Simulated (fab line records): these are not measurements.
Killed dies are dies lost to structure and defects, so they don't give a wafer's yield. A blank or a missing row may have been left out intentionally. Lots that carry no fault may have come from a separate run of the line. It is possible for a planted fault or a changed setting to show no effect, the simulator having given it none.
Which tool is to blame? | flow n5 finfet | Sampling: 11 lots, 33 wafers, 2 of 1938 route steps

WHAT THE GAUGES READ, wafer by wafer
N5_BEOL_M14_RS_MEAS_54: the measuring method here is four-point-probe. Usual: M14_RS 0.0331 ohm/sq, standard deviation 0.00048.
lot  | measured     | on            | M14_RS (ohm/sq)      | flag
L296 | day 11 04:47 | film metro-01 | 0.0334 0.0335 0.0333 |
L297 | day 11 05:35 | film metro-01 | 0.0341 0.0335 0.0333 |
L298 | day 11 05:59 | film metro-02 | 0.0326 0.0325 0.0324 |
L300 | day 11 19:38 | film metro-02 | 0.0332 0.0333 0.0330 |
L302 | day 12 06:29 | film metro-01 | 0.0329 0.0325 0.0326 |
L301 | day 12 07:18 | film metro-01 | 0.0331 0.0328 0.0331 |
L306 | day 13 22:42 | film metro-02 | 0.0336 0.0331 0.0337 |
L310 | day 14 17:44 | film metro-01 | 0.0326 0.0330 0.0329 |
L313 | day 15 00:42 | film metro-01 | 0.0324 0.0328 0.0337 |
L316 | day 16 08:59 | film metro-01 | 0.0330 0.0329 0.0330 |
L317 | day 17 02:32 | film metro-01 | 0.0336 0.0326 0.0337 |

N5_BEOL_M14_INSPECT_55: inspects for defects (darkfield). Usual: raw defect count at 65, with a standard deviation of 24.
lot  | measured     | on                | raw defect count | flag
L296 | day 11 04:49 | defect inspect-01 | 61 60 48         |
L297 | day 11 05:37 | defect inspect-01 | 41 72 64         |
L298 | day 11 06:01 | defect inspect-02 | 167 110 127      |
L300 | day 11 19:39 | defect inspect-02 | 34 65 35         |
L302 | day 12 06:30 | defect inspect-02 | 65 38 67         |
L301 | day 12 07:19 | defect inspect-02 | 103 74 86        |
L306 | day 13 22:44 | defect inspect-01 | 86 60 38         |
L310 | day 14 17:46 | defect inspect-01 | 56 126 101       |
L313 | day 15 00:44 | defect inspect-01 | 41 69 33         |
L316 | day 16 09:01 | defect inspect-02 | 51 29 34         |
L317 | day 17 02:34 | defect inspect-01 | 85 64 44         |

WHICH TOOL RAN EACH LOT (tool, then ch and the chambers of the sampled wafers, then the start)
Before these readings, the record contains no process step.

WHAT THE TOOLS THEMSELVES READ (means of the sampled wafers that have a number; where no wafer has one, the mark that the record gives instead)
The record holds no such reading with a usual standard deviation.

THE ANSWER, worked out from the rows above alone
Rule: a lot is off if the mean of its wafers that have a number lies more than 3 standard deviations from the usual mean. Also off: a lot with no number at a reading for which 4 or more lots have one. Where the step has rows for the other lots, those lots are counted as sound. The gauges are gone through in route order, then the tools' own readings, and for those a lot's mean is taken as printed above. The first step at which some lot is off is used, and at that step the reading that is off furthest; a lot without a number counts as furthest.
Across all readings shown, no lot is off: no conclusion can be drawn from this.

WHAT THE SIMULATOR PUT IN
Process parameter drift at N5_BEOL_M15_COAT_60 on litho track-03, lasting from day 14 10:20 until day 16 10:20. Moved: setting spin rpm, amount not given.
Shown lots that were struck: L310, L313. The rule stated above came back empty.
